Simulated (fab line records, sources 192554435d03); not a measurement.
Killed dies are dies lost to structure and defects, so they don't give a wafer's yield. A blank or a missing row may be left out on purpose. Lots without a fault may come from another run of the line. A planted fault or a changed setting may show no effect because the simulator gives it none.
Split-lot experiment | flow n5_finfet | 7 lots, 39 wafers read, on a route of 1938 steps

THE SPLIT
At N5_DUMMY_GATE_HM_DEP_06 (deposits SiNx from DCS/NH3, target thk 80 nm, time 5141 s), the setting target_thk_a was moved away from the recipe's 800 angstrom on 36 of the 39 wafers read, by -23.6% to +54.5%. The other wafers ran this setting at the recipe's value.

The reading is taken at the split's own step.

THE READING
SiNx_of_DUMMY_GATE_HM_DEP_06.thk_nm (the simulator's own value, which no gauge read), in nm, at N5_DUMMY_GATE_HM_DEP_06 (deposits SiNx from DCS/NH3, target thk 80 nm, time 5141 s). The file gives no usual value for it. The 3 wafers here that ran the recipe average 79.3 nm, standard deviation 0.25 nm.

wafer  | tool, chamber at the split | target_thk_a as run, angstrom | against the recipe | SiNx_of_DUMMY_GATE_HM_DEP_06.thk_nm, nm | against lot-mates on the recipe
L081.1 | -, -                       | 1155                          | +44.4%             | 116.8                                   | no lot-mate on the recipe
L081.5 | -, -                       | 1155                          | +44.4%             | 116.8                                   | no lot-mate on the recipe
L081.6 | -, -                       | 1155                          | +44.4%             | 116.8                                   | no lot-mate on the recipe
L081.2 | -, -                       | 1155                          | +44.4%             | 116.4                                   | no lot-mate on the recipe
L081.3 | -, -                       | 1155                          | +44.4%             | 116.4                                   | no lot-mate on the recipe
L081.4 | -, -                       | 1155                          | +44.4%             | 116.6                                   | no lot-mate on the recipe
L082.1 | -, -                       | 991.6                         | +24.0%             | 98.4                                    | no lot-mate on the recipe
L082.5 | -, -                       | 991.6                         | +24.0%             | 98.4                                    | no lot-mate on the recipe
L082.2 | -, -                       | 991.6                         | +24.0%             | 98.6                                    | no lot-mate on the recipe
L082.3 | -, -                       | 991.6                         | +24.0%             | 99.2                                    | no lot-mate on the recipe
L082.4 | -, -                       | 991.6                         | +24.0%             | 99.6                                    | no lot-mate on the recipe
L082.6 | -, -                       | 991.6                         | +24.0%             | 99                                      | no lot-mate on the recipe
L090.1 | -, -                       | 1100                          | +37.5%             | 109.2                                   | no lot-mate on the recipe
L090.5 | -, -                       | 1100                          | +37.5%             | 109.2                                   | no lot-mate on the recipe
L090.2 | -, -                       | 1100                          | +37.5%             | 110                                     | no lot-mate on the recipe
L090.3 | -, -                       | 1100                          | +37.5%             | 110.6                                   | no lot-mate on the recipe
L090.4 | -, -                       | 1100                          | +37.5%             | 110.4                                   | no lot-mate on the recipe
L090.6 | -, -                       | 1100                          | +37.5%             | 109.8                                   | no lot-mate on the recipe
L091.1 | -, -                       | 936.4                         | +17.0%             | 92                                      | no lot-mate on the recipe
L091.2 | -, -                       | 936.4                         | +17.0%             | 92.8                                    | no lot-mate on the recipe
L091.6 | -, -                       | 936.4                         | +17.0%             | 92.8                                    | no lot-mate on the recipe
L091.3 | -, -                       | 936.4                         | +17.0%             | 92.2                                    | no lot-mate on the recipe
L091.4 | -, -                       | 936.4                         | +17.0%             | 92.2                                    | no lot-mate on the recipe
L091.5 | -, -                       | 936.4                         | +17.0%             | 91.8                                    | no lot-mate on the recipe
L095.1 | -, -                       | 1236                          | +54.5%             | 123.8                                   | no lot-mate on the recipe
L095.2 | -, -                       | 1236                          | +54.5%             | 123.2                                   | no lot-mate on the recipe
L095.3 | -, -                       | 1236                          | +54.5%             | 123.2                                   | no lot-mate on the recipe
L095.4 | -, -                       | 1236                          | +54.5%             | 123                                     | no lot-mate on the recipe
L095.5 | -, -                       | 1236                          | +54.5%             | 122.8                                   | no lot-mate on the recipe
L095.6 | -, -                       | 1236                          | +54.5%             | 123.6                                   | no lot-mate on the recipe
L096.1 | -, -                       | 611.2                         | -23.6%             | 60                                      | no lot-mate on the recipe
L096.2 | -, -                       | 611.2                         | -23.6%             | 60.4                                    | no lot-mate on the recipe
L096.3 | -, -                       | 611.2                         | -23.6%             | 59.8                                    | no lot-mate on the recipe
L096.4 | -, -                       | 611.2                         | -23.6%             | 59.4                                    | no lot-mate on the recipe
L096.6 | -, -                       | 611.2                         | -23.6%             | 59.4                                    | no lot-mate on the recipe
L096.5 | -, -                       | 611.2                         | -23.6%             | 60.2                                    | no lot-mate on the recipe
L097.3 | lpcvd-01, 1/25             | 800                           | recipe             | 79.6                                    | -
L097.4 | lpcvd-01, 1/29             | 800                           | recipe             | 79                                      | -
L097.6 | lpcvd-01, 1/39             | 800                           | recipe             | 79.2                                    | -

THE FIT
A straight line over all 39 wafers: SiNx_of_DUMMY_GATE_HM_DEP_06.thk_nm changes by +0.821 nm for each +1% of target_thk_a; r = +1.00; the points scatter about the line by 0.72 nm.
Too few moved wafers have a lot-mate on the recipe to fit a line with each lot's own level taken away.

THE FILE'S OWN FIT
SiNx_of_DUMMY_GATE_HM_DEP_06.thk_nm changes by +0.821 nm for each +1% of target_thk_a, r = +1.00.
